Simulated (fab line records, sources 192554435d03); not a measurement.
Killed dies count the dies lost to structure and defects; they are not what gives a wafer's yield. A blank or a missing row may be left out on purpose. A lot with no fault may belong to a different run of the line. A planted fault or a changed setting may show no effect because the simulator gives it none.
Which tool was responsible?	flow n5_finfet	72 wafers from 24 lots sampled at 6 of the route's 1938 steps

== WHAT EACH GAUGE READ, for each wafer ==
Not one reading of a measure or inspect step in the record can be checked against a usual standard deviation.

== WHICH TOOL RAN EACH LOT (tool, then ch and the chambers of the sampled wafers, then the start) ==
lot	N5_BEOL_M4_CO_CAP_55	N5_BEOL_M5_DEGAS_44	N5_BEOL_M6_ETCH_65	N5_BEOL_M6_ETCH_41	N5_BEOL_M6_SURFACE_TREAT_79	N5_BEOL_M7_PECVD_70
L074	cvd_co-01 ch 0,1,2, day 8 12:14	pvd_sputter-03, day 8 17:36	rie_diel-06 ch 0,3, day 9 02:20	rie_diel-06 ch 0,3, day 9 04:59 or earlier	pvd_sputter-03, day 9 04:59	pecvd-03 ch 0,1, day 9 07:06
L075	cvd_co-02 ch 0,1, day 8 17:49	pvd_sputter-01, day 9 00:40	rie_diel-06 ch 1,2, day 9 13:13	rie_diel-06 ch 1,2, day 9 14:30 or earlier	pvd_sputter-03, day 9 14:30	pecvd-03 ch 0,1,2, day 9 16:38
L076	cvd_co-01 ch 0,1,2, day 9 02:48	pvd_sputter-01, day 9 08:55	rie_diel-06 ch 0,3, day 9 19:14	rie_diel-06 ch 0,3, day 9 22:14 or earlier	pvd_sputter-01, day 9 22:14	pecvd-04 ch 0,1,2, day 10 00:20
L077	cvd_co-01 ch 0,1,2, day 9 05:41	pvd_sputter-02, day 9 14:02	rie_diel-04 ch 0,1,3, day 10 00:30	rie_diel-04 ch 0,1,3, day 10 04:19 or earlier	pvd_sputter-03, day 10 04:19	pecvd-04 ch 0,2, day 10 06:23
L079	cvd_co-02 ch 0,1,2, day 9 06:41	pvd_sputter-03, day 9 14:23	rie_diel-05 ch 0,1,3, day 10 03:42	rie_diel-05 ch 0,1,3, day 10 05:01 or earlier	pvd_sputter-02, day 10 05:01	pecvd-03 ch 0,1,2, day 10 07:24
L078	cvd_co-01 ch 0,1,2, day 9 09:22	pvd_sputter-02, day 9 18:08	rie_diel-06 ch 1,2, day 10 08:19	rie_diel-06 ch 1,2, day 10 09:47 or earlier	pvd_sputter-03, day 10 09:47	pecvd-02 ch 0,1, day 10 12:10
L080	cvd_co-02 ch 0,2, day 10 02:57	pvd_sputter-01, day 10 09:12	rie_diel-04 ch 0,2,3, day 10 21:25	rie_diel-04 ch 0,2,3, day 10 22:44 or earlier	pvd_sputter-02, day 10 22:44	pecvd-03 ch 1,2, day 11 00:32
L081	cvd_co-02 ch 1,2, day 10 03:30	pvd_sputter-01, day 10 10:04	rie_diel-05 ch 0,2, day 11 01:19	rie_diel-05 ch 0,2, day 11 03:19 or earlier	pvd_sputter-01, day 11 03:19	pecvd-02 ch 0,2, day 11 05:25
L082	cvd_co-01 ch 0,2, day 10 08:14	pvd_sputter-03, day 10 15:23	rie_diel-04 ch 0,2, day 11 03:17	rie_diel-04 ch 0,2, day 11 04:38 or earlier	pvd_sputter-03, day 11 04:38	pecvd-04 ch 0,1,2, day 11 07:07
L083	cvd_co-01 ch 0,1, day 10 20:51	pvd_sputter-03, day 11 04:02	rie_diel-05 ch 0,1,2, day 11 15:05	rie_diel-05 ch 0,1,2, day 11 17:06 or earlier	pvd_sputter-02, day 11 17:06	pecvd-03 ch 0,1, day 11 19:10
L085	cvd_co-02 ch 0,1,2, day 10 21:19	pvd_sputter-03, day 11 04:07	rie_diel-06 ch 0,2,3, day 11 15:29	rie_diel-06 ch 0,2,3, day 11 18:04 or earlier	pvd_sputter-03, day 11 18:04	pecvd-03 ch 0,1,2, day 11 20:16
L084	cvd_co-02 ch 0,1,2, day 11 01:52	pvd_sputter-01, day 11 09:46	rie_diel-04 ch 0,1,3, day 11 22:01	rie_diel-04 ch 0,1,3, day 11 23:37 or earlier	pvd_sputter-01, day 11 23:37	pecvd-03 ch 0,1,2, day 12 02:38
L088	cvd_co-01 ch 1,2, day 11 04:52	pvd_sputter-03, day 11 12:56	rie_diel-05 ch 1,2, day 11 22:34	rie_diel-05 ch 1,2, day 12 00:41 or earlier	pvd_sputter-03, day 12 00:41	pecvd-04 ch 0,1, day 12 03:52
L086	cvd_co-01 ch 0,1,2, day 11 04:58	pvd_sputter-02, day 11 15:25	rie_diel-05 ch 0,2, day 12 02:27	rie_diel-05 ch 0,2, day 12 05:16 or earlier	pvd_sputter-03, day 12 05:16	pecvd-02 ch 1,2, day 12 07:31
L087	cvd_co-01 ch 0,1, day 12 03:17	pvd_sputter-01, day 12 09:19	rie_diel-04 ch 0,2,3, day 12 20:35	rie_diel-04 ch 0,2,3, day 12 23:58 or earlier	pvd_sputter-03, day 12 23:58	pecvd-02 ch 0,1, day 13 02:14
L089	cvd_co-02 ch 0,1,2, day 12 03:41	pvd_sputter-01, day 12 09:02	rie_diel-06 ch 0,3, day 12 20:50	rie_diel-06 ch 0,3, day 13 00:00 or earlier	pvd_sputter-03, day 13 00:00	pecvd-02 ch 0,2, day 13 02:29
L090	cvd_co-02 ch 0,1,2, day 12 09:10	pvd_sputter-03, day 12 15:20	rie_diel-05 ch 0,1,3, day 13 03:37	rie_diel-05 ch 0,1,3, day 13 05:21 or earlier	pvd_sputter-02, day 13 05:21	pecvd-03 ch 0,2, day 13 07:50
L091	cvd_co-02 ch 0,1,2, day 12 23:09	pvd_sputter-03, day 13 09:07	rie_diel-05 ch 0,2, day 13 21:16	rie_diel-05 ch 0,2, day 13 23:58 or earlier	pvd_sputter-01, day 13 23:58	pecvd-04 ch 1,2, day 14 01:46
L094	cvd_co-02 ch 0,2, day 13 03:58	pvd_sputter-03, day 13 12:25	rie_diel-06 ch 1,3, day 13 23:57	rie_diel-06 ch 1,3, day 14 02:46 or earlier	pvd_sputter-01, day 14 02:46	pecvd-02 ch 1,2, day 14 05:29
L092	cvd_co-01 ch 0,1,2, day 13 04:07	pvd_sputter-02, day 13 11:53	rie_diel-05 ch 0,1,3, day 13 23:36	rie_diel-05 ch 0,1,3, day 14 02:32 or earlier	pvd_sputter-02, day 14 02:32	pecvd-02 ch 0,1, day 14 04:34
L093	cvd_co-01 ch 0,1,2, day 13 08:42	pvd_sputter-02, day 13 15:50	rie_diel-05 ch 2,3, day 14 02:21	rie_diel-05 ch 2,3, day 14 03:53 or earlier	pvd_sputter-02, day 14 03:53	pecvd-03 ch 0,2, day 14 06:37
L096	cvd_co-02 ch 0,1,2, day 13 09:03	pvd_sputter-02, day 13 15:55	rie_diel-06 ch 1,3, day 14 01:53	rie_diel-06 ch 1,3, day 14 03:14 or earlier	pvd_sputter-03, day 14 03:14	pecvd-02 ch 0,1, day 14 06:13
L095	cvd_co-01 ch 0,1,2, day 14 00:08	pvd_sputter-03, day 14 07:49	rie_diel-04 ch 0,2,3, day 14 22:14	rie_diel-04 ch 0,2,3, day 14 23:43 or earlier	pvd_sputter-03, day 14 23:43	pecvd-04 ch 0,1, day 15 01:53
L097	cvd_co-02 ch 0,2, day 14 06:13	pvd_sputter-02, day 14 11:48	rie_diel-04 ch 1,3, day 15 03:02	rie_diel-04 ch 1,3, day 15 04:30 or earlier	pvd_sputter-02, day 15 04:30	pecvd-04 ch 0,1, day 15 06:27
- N5_BEOL_M4_CO_CAP_55: material Co, precursor CCTBA/H2, target thk 2 nm, time 102.1 s.
- N5_BEOL_M5_DEGAS_44: time 60 s.
- N5_BEOL_M6_ETCH_65: etches SiARC in CF4, target depth 15.6 nm, time 26 s.
- N5_BEOL_M6_ETCH_41: etches SiCN in CH3F/O2, target depth 29.7 nm, time 52 s.
- N5_BEOL_M6_SURFACE_TREAT_79
- N5_BEOL_M7_PECVD_70: deposits SiO2 from TEOS/O2, target thk 20 nm, time 22.7 s.

== AS READ BY THE TOOLS THEMSELVES (means over the sampled wafers that have a number; for cases with no such wafer, the mark the record gives instead) ==
N5_BEOL_M4_CO_CAP_55.
lot	tool	heater_power_w (W)
L074	cvd_co-01	221
L075	cvd_co-02	246
L076	cvd_co-01	220
L077	cvd_co-01	219
L079	cvd_co-02	236
L078	cvd_co-01	221
L080	cvd_co-02	223
L081	cvd_co-02	230
L082	cvd_co-01	220
L083	cvd_co-01	214
L085	cvd_co-02	239
L084	cvd_co-02	238
L088	cvd_co-01	222
L086	cvd_co-01	217
L087	cvd_co-01	218
L089	cvd_co-02	240
L090	cvd_co-02	238
L091	cvd_co-02	241
L094	cvd_co-02	233
L092	cvd_co-01	223
L093	cvd_co-01	221
L096	cvd_co-02	236
L095	cvd_co-01	221
L097	cvd_co-02	232

N5_BEOL_M5_DEGAS_44.
lot	tool	heater_power_w (W)
L074	pvd_sputter-03	349
L075	pvd_sputter-01	375
L076	pvd_sputter-01	383
L077	pvd_sputter-02	339
L079	pvd_sputter-03	370
L078	pvd_sputter-02	340
L080	pvd_sputter-01	390
L081	pvd_sputter-01	374
L082	pvd_sputter-03	374
L083	pvd_sputter-03	367
L085	pvd_sputter-03	345
L084	pvd_sputter-01	383
L088	pvd_sputter-03	355
L086	pvd_sputter-02	342
L087	pvd_sputter-01	388
L089	pvd_sputter-01	386
L090	pvd_sputter-03	358
L091	pvd_sputter-03	354
L094	pvd_sputter-03	365
L092	pvd_sputter-02	333
L093	pvd_sputter-02	340
L096	pvd_sputter-02	343
L095	pvd_sputter-03	361
L097	pvd_sputter-02	339

N5_BEOL_M6_ETCH_65.
lot	tool	drypump_motor_current_A (A)	etch_rf_on_time_s (s)	oes_product_au (a.u.)	rf_vpp_V (V)	showerhead_plenum_p_Torr (Torr)	throttle_valve_pct (%)
L074	rie_diel-06	5.9	26.7	0.62	183.7	2.20	15.70
L075	rie_diel-06	6.3	25.2	0.75	184.5	2.22	15.42
L076	rie_diel-06	5.9	26.5	0.61	184.5	2.20	15.71
L077	rie_diel-04	5.7	26.0	0.67	185.1	2.15	15.55
L079	rie_diel-05	5.9	26.3	0.65	184.3	2.22	15.55
L078	rie_diel-06	6.1	25.5	0.77	184.3	2.17	15.40
L080	rie_diel-04	5.9	25.7	0.70	184.1	2.16	15.57
L081	rie_diel-05	5.9	25.8	0.72	185.2	2.20	15.33
L082	rie_diel-04	5.4	25.7	0.71	183.8	2.13	15.71
L083	rie_diel-05	5.8	25.8	0.68	185.4	2.19	15.58
L085	rie_diel-06	5.7	26.3	0.66	183.4	2.17	15.59
L084	rie_diel-04	5.7	26.1	0.74	183.4	2.14	15.43
L088	rie_diel-05	5.7	25.7	0.64	184.3	2.17	15.87
L086	rie_diel-05	5.7	25.6	0.70	184.0	2.14	15.42
L087	rie_diel-04	5.9	25.7	0.68	184.0	2.15	15.62
L089	rie_diel-06	6.0	26.3	0.60	184.5	2.19	15.76
L090	rie_diel-05	5.9	26.1	0.64	184.9	2.21	15.61
L091	rie_diel-05	5.9	25.9	0.69	184.3	2.19	15.40
L094	rie_diel-06	5.5	25.3	0.63	184.8	2.21	15.55
L092	rie_diel-05	6.0	25.9	0.71	184.9	2.21	15.48
L093	rie_diel-05	5.5	25.5	0.73	184.1	2.12	15.33
L096	rie_diel-06	6.0	24.9	0.66	185.5	2.22	15.54
L095	rie_diel-04	5.9	25.4	0.67	184.7	2.14	15.63
L097	rie_diel-04	6.1	26.1	0.69	184.4	2.16	15.34

N5_BEOL_M6_ETCH_41.
lot	tool	drypump_motor_current_A (A)	oes_product_au (a.u.)	rf_vpp_V (V)	showerhead_plenum_p_Torr (Torr)	throttle_valve_pct (%)
L074	rie_diel-06	5.9	0.73	298.4	2.07	16.5
L075	rie_diel-06	6.3	0.88	298.4	2.07	16.1
L076	rie_diel-06	5.9	0.72	299.1	2.07	16.5
L077	rie_diel-04	5.7	0.78	297.9	2.01	16.3
L079	rie_diel-05	5.9	0.77	297.7	2.08	16.3
L078	rie_diel-06	6.1	0.90	297.1	2.02	16.1
L080	rie_diel-04	5.9	0.81	297.1	2.02	16.3
L081	rie_diel-05	5.9	0.83	297.9	2.04	15.9
L082	rie_diel-04	5.4	0.82	297.4	2.00	16.5
L083	rie_diel-05	5.8	0.79	298.8	2.04	16.3
L085	rie_diel-06	5.7	0.78	298.5	2.03	16.3
L084	rie_diel-04	5.7	0.87	297.6	2.00	16.1
L088	rie_diel-05	5.7	0.75	297.6	2.04	16.6
L086	rie_diel-05	5.7	0.81	296.9	1.99	16.1
L087	rie_diel-04	5.8	0.80	297.3	2.02	16.4
L089	rie_diel-06	5.9	0.71	299.1	2.06	16.6
L090	rie_diel-05	6.0	0.74	298.3	2.07	16.3
L091	rie_diel-05	5.9	0.80	298.8	2.04	16.0
L094	rie_diel-06	5.5	0.74	299.3	2.07	16.3
L092	rie_diel-05	5.9	0.82	298.3	2.07	16.2
L093	rie_diel-05	5.6	0.85	296.3	1.97	16.0
L096	rie_diel-06	6.0	0.77	299.1	2.08	16.3
L095	rie_diel-04	5.9	0.78	298.4	2.01	16.4
L097	rie_diel-04	6.1	0.82	297.5	2.01	16.0

N5_BEOL_M7_PECVD_70.
lot	tool	heater_power_w (W)	showerhead_plenum_p_Torr (Torr)	throttle_valve_pct (%)
L074	pecvd-03	681	8.77	23.5
L075	pecvd-03	702	8.75	22.0
L076	pecvd-04	745	8.74	21.9
L077	pecvd-04	675	8.75	22.1
L079	pecvd-03	662	8.75	22.0
L078	pecvd-02	652	8.72	20.9
L080	pecvd-03	634	8.74	22.8
L081	pecvd-02	723	8.73	19.7
L082	pecvd-04	712	8.73	22.1
L083	pecvd-03	654	8.75	23.3
L085	pecvd-03	661	8.76	22.0
L084	pecvd-03	695	8.77	22.1
L088	pecvd-04	701	8.73	22.2
L086	pecvd-02	723	8.73	20.5
L087	pecvd-02	677	8.71	20.9
L089	pecvd-02	683	8.70	20.2
L090	pecvd-03	716	8.79	21.4
L091	pecvd-04	720	8.71	22.3
L094	pecvd-02	713	8.74	20.5
L092	pecvd-02	682	8.72	21.0
L093	pecvd-03	729	8.77	20.8
L096	pecvd-02	671	8.73	21.1
L095	pecvd-04	639	8.78	22.2
L097	pecvd-04	624	8.72	22.2

== THE ANSWER, worked out from the rows above alone ==
Rule: what is usual is taken from the lots themselves. Put in order of their means at a reading, lots are off if they are a third of the lots or fewer, leave a main group of 4 or more, and stand apart from it by a gap of 3 or more times the standard deviation of the main group's means; of several such gaps the widest counts. Not used: any main group whose means are identical at the precision the tables above print for the reading. Also off: a lot with no number at a reading for which 4 or more lots have one. All remaining lots with rows at the step are treated as sound. First the gauges in route order, then the tools' own readings, where a lot's mean is used as printed above. At the first step where some lot is off, the reading lying furthest off is the one used; lots without a number count as furthest.
Across all readings shown, no lot is off: no conclusion can be drawn from this.

== WHAT THE SIMULATOR HAD INSERTED ==
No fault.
